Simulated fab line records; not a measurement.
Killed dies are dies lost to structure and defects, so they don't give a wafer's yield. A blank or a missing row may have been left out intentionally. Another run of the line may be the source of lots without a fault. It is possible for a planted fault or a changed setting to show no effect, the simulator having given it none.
Lot-split experiment :: flow n5 finfet :: 21 wafers read from 7 lots, route of 1938 steps

## SPLIT DETAILS
At N5_PASSIVATION_EXPOSE_27 (exposes mask PAD, defocus 0 nm), the setting dose mj was moved away from the recipe's 32.3 on 9 of the 21 wafers read, by -6.3% to +6.5%. The other wafers ran this setting at the recipe's value.

## FROM THE SPLIT TO THE READING: what the file shows between them, 3 steps
- N5_PASSIVATION_PEB_28
- N5_PASSIVATION_DEVELOP_29: develop time 60 s
- N5_PASSIVATION_HARDBAKE_31: time 120 s

## THE READING
cd nm (nm) at N5_PASSIVATION_CD_MEAS_30, where the cd target is 4000 nm. Typical for fault-free wafers on this fab line: 3999.9 nm, with standard deviation 1.3 nm.

wafer: L083.1
tool, chamber at the split: krf scanner-01, 0
dose mj as run: 34.39
against the recipe: +6.5%
cd nm, nm: 4013.0
against lot-mates on the recipe: +11.6

wafer: L083.3
tool, chamber at the split: krf scanner-01, 0
dose mj as run: 34.39
against the recipe: +6.5%
cd nm, nm: 4010.8
against lot-mates on the recipe: +9.4

wafer: L083.6
tool, chamber at the split: krf scanner-01, 0
dose mj as run: 32.3
against the recipe: recipe
cd nm, nm: 4001.4
against lot-mates on the recipe: -

wafer: L086.2
tool, chamber at the split: krf scanner-01, 0
dose mj as run: 32.3
against the recipe: recipe
cd nm, nm: 4001.9
against lot-mates on the recipe: -

wafer: L086.4
tool, chamber at the split: krf scanner-01, 0
dose mj as run: 34.04
against the recipe: +5.4%
cd nm, nm: 4009.7
against lot-mates on the recipe: +8.5

wafer: L086.6
tool, chamber at the split: krf scanner-01, 0
dose mj as run: 32.3
against the recipe: recipe
cd nm, nm: 4000.4
against lot-mates on the recipe: -

wafer: L085.1
tool, chamber at the split: krf scanner-01, 0
dose mj as run: 30.25
against the recipe: -6.3%
cd nm, nm: 3987.3
against lot-mates on the recipe: -9.8

wafer: L085.5
tool, chamber at the split: krf scanner-01, 0
dose mj as run: 30.25
against the recipe: -6.3%
cd nm, nm: 3985.9
against lot-mates on the recipe: -11.2

wafer: L085.6
tool, chamber at the split: krf scanner-01, 0
dose mj as run: 32.3
against the recipe: recipe
cd nm, nm: 3997.1
against lot-mates on the recipe: -

wafer: L089.1
tool, chamber at the split: krf scanner-01, 0
dose mj as run: 32.3
against the recipe: recipe
cd nm, nm: 3999.3
against lot-mates on the recipe: -

wafer: L089.3
tool, chamber at the split: krf scanner-01, 0
dose mj as run: 32.3
against the recipe: recipe
cd nm, nm: 4000.7
against lot-mates on the recipe: -

wafer: L089.5
tool, chamber at the split: krf scanner-01, 0
dose mj as run: 32.3
against the recipe: recipe
cd nm, nm: 4001.6
against lot-mates on the recipe: -

wafer: L093.1
tool, chamber at the split: krf scanner-02, 0
dose mj as run: 32.3
against the recipe: recipe
cd nm, nm: 3998.6
against lot-mates on the recipe: -

wafer: L093.4
tool, chamber at the split: krf scanner-02, 0
dose mj as run: 32.3
against the recipe: recipe
cd nm, nm: 4000.4
against lot-mates on the recipe: -

wafer: L093.6
tool, chamber at the split: krf scanner-02, 0
dose mj as run: 32.3
against the recipe: recipe
cd nm, nm: 3998.3
against lot-mates on the recipe: -

wafer: L096.1
tool, chamber at the split: krf scanner-01, 0
dose mj as run: 30.82
against the recipe: -4.6%
cd nm, nm: 3990.1
against lot-mates on the recipe: -9.4

wafer: L096.3
tool, chamber at the split: krf scanner-01, 0
dose mj as run: 32.3
against the recipe: recipe
cd nm, nm: 3999.5
against lot-mates on the recipe: -

wafer: L096.5
tool, chamber at the split: krf scanner-01, 0
dose mj as run: 30.82
against the recipe: -4.6%
cd nm, nm: 3989.1
against lot-mates on the recipe: -10.4

wafer: L079.1
tool, chamber at the split: krf scanner-01, 0
dose mj as run: 31.01
against the recipe: -4.0%
cd nm, nm: 3993.8
against lot-mates on the recipe: -5.7

wafer: L079.2
tool, chamber at the split: krf scanner-01, 0
dose mj as run: 31.01
against the recipe: -4.0%
cd nm, nm: 3991.6
against lot-mates on the recipe: -7.9

wafer: L079.3
tool, chamber at the split: krf scanner-01, 0
dose mj as run: 32.3
against the recipe: recipe
cd nm, nm: 3999.5
against lot-mates on the recipe: -

FIT RESULTS
A straight line over all 21 wafers: cd nm changes by +1.97 nm for each +1% of dose mj; r = +0.98; the points scatter about the line by 1.4 nm.
The same after taking each lot's own level away (the mean of its wafers on the recipe; 21 wafers): +1.71 nm for each +1%; r = +0.99; scatter 1.1 nm.
According to that fit, moving dose mj by its largest amount changes the reading by 11 nm.
Measured against the standard deviation above, the lots' own levels, which go from 3997.10 to 4001.40 nm, span 3.3 times it.
Hence the slope depends on the lot-to-lot level, as the two fits are not the same.
Check: +10.6 nm against its lot-mates is what the line predicts for one of the wafers moved furthest among these (+6.5%) when that wafer is left out of the fit. It came out at +11.6 nm against them.

## THESE WAFERS: OTHER SPLITS
These wafers also went through other splits before the reading. Each is held against what the fit with the lots' levels taken away leaves over:
other split on the same wafers: N5_BEOL_M11_ALD_74 ald cycles
wafers away from the commonest value: 6
r with cd nm (lot level and that fit taken away): -0.24

other split on the same wafers: N5_BEOL_M13_COAT_04 spin rpm
wafers away from the commonest value: 6
r with cd nm (lot level and that fit taken away): -0.02

other split on the same wafers: N5_BEOL_M13_ETCH_59 time s
wafers away from the commonest value: 7
r with cd nm (lot level and that fit taken away): -0.05

other split on the same wafers: N5_BEOL_M14_TRENCH_ETCH_34 time s
wafers away from the commonest value: 8
r with cd nm (lot level and that fit taken away): -0.02

other split on the same wafers: N5_BEOL_M15_ETCH_61 time s
wafers away from the commonest value: 10
r with cd nm (lot level and that fit taken away): -0.13

other split on the same wafers: N5_BEOL_M15_TRENCH_ETCH_34 time s
wafers away from the commonest value: 5
r with cd nm (lot level and that fit taken away): +0.14

## THE FILE'S OWN FIT
cd nm changes by +1.71 nm for each +1% of dose mj, r = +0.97.
